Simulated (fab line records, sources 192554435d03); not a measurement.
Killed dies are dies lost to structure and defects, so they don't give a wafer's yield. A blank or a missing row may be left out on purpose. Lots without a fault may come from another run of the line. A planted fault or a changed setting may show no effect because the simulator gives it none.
Chamber matching | flow n5_finfet | N5_HKMG_FIN_PWFM_ALD_03 on ald_metal-01: 4 sister chambers
The step deposits TiN, target thk 2 nm, pulse time 1 s, purge time 3 s. 20 wafers are shown with their chamber, then 10 later ones without.

WAFERS WITH THEIR CHAMBER
wafer  | chamber | heater_power_w (W) | precursor_pulse_height_rel
L075.1 | 3       | 897                | 1.022
L075.2 | 2       | 1118               | 0.999
L075.4 | 3       | 895                | 0.997
L076.1 | 2       | 1104               | 0.969
L076.2 | 3       | 918                | 0.995
L076.4 | 1       | 938                | 0.981
L079.1 | 2       | 1097               | 1.012
L079.2 | 1       | 949                | 1.002
L079.3 | 3       | 894                | 0.979
L080.2 | 0       | 812                | 0.987
L080.5 | 2       | 1127               | 1.007
L080.6 | 1       | 925                | 0.987
L082.2 | 2       | 1073               | 1.003
L082.5 | 1       | 953                | 1.020
L082.6 | 2       | 1125               | 1.024
L084.1 | 3       | 922                | 1.010
L084.3 | 1       | 961                | 0.999
L084.6 | 3       | 920                | 1.022
L085.3 | 1       | 955                | 0.958
L085.4 | 1       | 943                | 1.018

SIGNATURES (means of the wafers above)
reading                    | chamber 0 | chamber 1 | chamber 2 | chamber 3 | scatter within a chamber
heater_power_w             | 812.00    | 946.29    | 1107.33   | 907.67    | 15.6
precursor_pulse_height_rel | 0.98700   | 0.99500   | 1.00233   | 1.00417   | 0.0194
Rule: a wafer's distance from a chamber is the root of the sum, over the readings, of the square of ((its reading less the chamber's mean) divided by the reading's scatter). The wafer belongs to the nearest chamber; if the next one is less than 2 further off, it can't be placed. The scatter: the root of (the sum of the squares of (reading less its chamber's mean) over the shown wafers, divided by (wafers less chambers)).

WAFERS WITHOUT THEIR CHAMBER
wafer  | heater_power_w (W) | precursor_pulse_height_rel
L085.5 | 925                | 0.994
L088.1 | 1078               | 1.005
L088.3 | 933                | 0.974
L088.4 | 919                | 0.992
L094.2 | 810                | 0.975
L094.4 | 807                | 0.987
L094.6 | 963                | 0.995
L096.2 | 957                | 0.988
L096.4 | 934                | 0.974
L096.6 | 959                | 0.989

WHICH CHAMBER EACH WENT THROUGH
wafer  | from the rows above     | in truth
L085.5 | can't be placed: 3 or 1 | 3
L088.1 | 2                       | 2
L088.3 | can't be placed: 1 or 3 | 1
L088.4 | can't be placed: 3 or 1 | 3
L094.2 | 0                       | 0
L094.4 | 0                       | 0
L094.6 | 1                       | 1
L096.2 | 1                       | 1
L096.4 | can't be placed: 1 or 3 | 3
L096.6 | 1                       | 1
Placed correctly: 6 of 10. Can't be placed from these rows: 4 (the true chamber is among the candidates in 4). Placed wrongly: 0.
